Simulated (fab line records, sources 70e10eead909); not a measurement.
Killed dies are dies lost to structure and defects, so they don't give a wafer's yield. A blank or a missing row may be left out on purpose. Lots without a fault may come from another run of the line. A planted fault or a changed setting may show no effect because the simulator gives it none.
A struck lot beside a sound one | flow nand_harc | 13 steps out of a route of 1302
Sound: wafers L222.1, L222.2, L222.3. Struck: wafers L234.2, L234.5, L234.6. The cause comes at the end.
At each step with rows: each side's tool, then ch and its chambers, then its first start. Under that, the readings that differ: sound wafers | struck wafers | difference of the means | sigmas: that difference in standard deviations of wafers without a fault.
alike: readings whose means differ by less than 2 such deviations, and words and numbers that are the same on both sides. not compared: withheld readings, readings that some wafer has no value for, bounds like >300 that may hide the same value, and numbers for which the record gives no deviation and whose values overlap.
The two part at a step that has a row with sigmas, a row that says differs or no value, or rows on one side only. Numbers that don't overlap but have no deviation are shown without sigmas and don't part them. A reading that every wafer of one side lacks parts them only if that side has two wafers or more.

NHARC_A_STAIRCASE_TRIM_26: chemistry O2, time 211.2 s.
  sound on rie_diel-13 ch 0,1,2; struck on rie_diel-04 ch 0,1,2
  alike: drypump_motor_current_A, oes_product_au, rf_vpp_V, showerhead_plenum_p_Torr, throttle_valve_pct
  not compared: rf_hours_counter_h
NHARC_A_STAIRCASE_ETCH_27: etches the open film in C4F8/O2, target depth 100 nm, time 40.5 s.
  sound on rie_diel-13 ch 0,1,2; struck on rie_diel-04 ch 2,3
  alike: oes_product_au, rf_vpp_V
  not compared: rf_hours_counter_h
NHARC_A_STAIRCASE_STRIP_175: strips in O2.
  sound on plasma_asher-01 ch 0,1, day 16 11:11; struck on plasma_asher-01 ch 0,1, day 21 20:55
  alike: drypump_motor_current_A, heater_power_w, temp_c
  not compared: rf_hours_counter_h
then, 8 steps without rows for these wafers: NHARC_A_STAIRCASE_STRIP_148 (strips in SPM, time 900 s); NHARC_A_STAIRCASE_PRECLEAN_149 (cleans in SC1); NHARC_A_STAIRCASE_SRD_150; NHARC_A_STAIRCASE_DEHYDRATE_176 (time 120 s); NHARC_A_STAIRCASE_HMDS_177 (time 30 s); NHARC_A_STAIRCASE_COAT_178; NHARC_A_STAIRCASE_SOFTBAKE_179 (time 170 s); NHARC_A_STAIRCASE_EBR_180.
NHARC_A_STAIRCASE_EXPOSE_181: exposes mask STAIR 2.
  sound on krf_scanner-03 ch 0, day 16 12:19; struck on krf_scanner-04 ch 0, day 21 22:04
  reading              | sound                | struck               | difference | sigmas
  exposure_dose_mJ_cm2 | 27.904 27.847 27.866 | 28.203 28.142 28.185 | +0.304     | +12
  alike: mask
then, 1 step without rows for these wafers: NHARC_A_STAIRCASE_PEB_182 (peb time 130 s).

WHERE THEY PART
Only at NHARC_A_STAIRCASE_EXPOSE_181, within this record.

WHY: what the simulator had put in
Process parameter drift: krf_scanner-04, from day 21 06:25 on, at NHARC_A_STAIRCASE_EXPOSE_181. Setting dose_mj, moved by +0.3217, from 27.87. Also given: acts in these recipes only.
